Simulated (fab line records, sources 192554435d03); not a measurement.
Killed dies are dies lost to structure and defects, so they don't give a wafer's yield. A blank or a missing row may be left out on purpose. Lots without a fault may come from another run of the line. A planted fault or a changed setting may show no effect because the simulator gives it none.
Chamber matching | flow n5_finfet | N5_BEOL_M12_DESCUM_15 on rie_diel-03: 4 sister chambers
The step chemistry O2, time 7.9 s. 4 wafers are shown with their chamber, then 7 later ones without.

WAFERS WITH THEIR CHAMBER
wafer  | chamber | showerhead_plenum_p_Torr (Torr)
L083.2 | 3       | 2.19
L088.3 | 1       | 2.19
L089.2 | 0       | 1.97
L089.3 | 2       | 2.21

WAFERS WITHOUT THEIR CHAMBER
wafer  | showerhead_plenum_p_Torr (Torr)
L089.5 | 2.21
L086.1 | 2.21
L086.3 | 1.97
L086.4 | 2.18
L093.3 | 2.18
L093.4 | 2.18
L093.6 | 2.20

WHICH CHAMBER EACH WENT THROUGH
wafer  | from the rows above          | in truth
L089.5 | 2                            | 2
L086.1 | 2                            | 2
L086.3 | 0                            | 0
L086.4 | can't be placed: 1 or 3      | 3
L093.3 | can't be placed: 1 or 3      | 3
L093.4 | can't be placed: 1 or 3      | 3
L093.6 | can't be placed: 2 or 1 or 3 | 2
Placed correctly: 3 of 7. Can't be placed from these rows: 4 (the true chamber is among the candidates in 4). Placed wrongly: 0.
How it was worked out, from the rows above alone: a wafer's distance from a chamber is the root of the sum, over the readings, of the square of ((its reading less the chamber's mean) divided by the reading's scatter). The wafer belongs to the nearest chamber; if the next one is less than 2 further off, it can't be placed. A chamber's mean is the mean of its shown wafers. The scatter: with one shown wafer a chamber, the root of the mean of the squares of how far each hidden wafer lies from its nearest shown one.
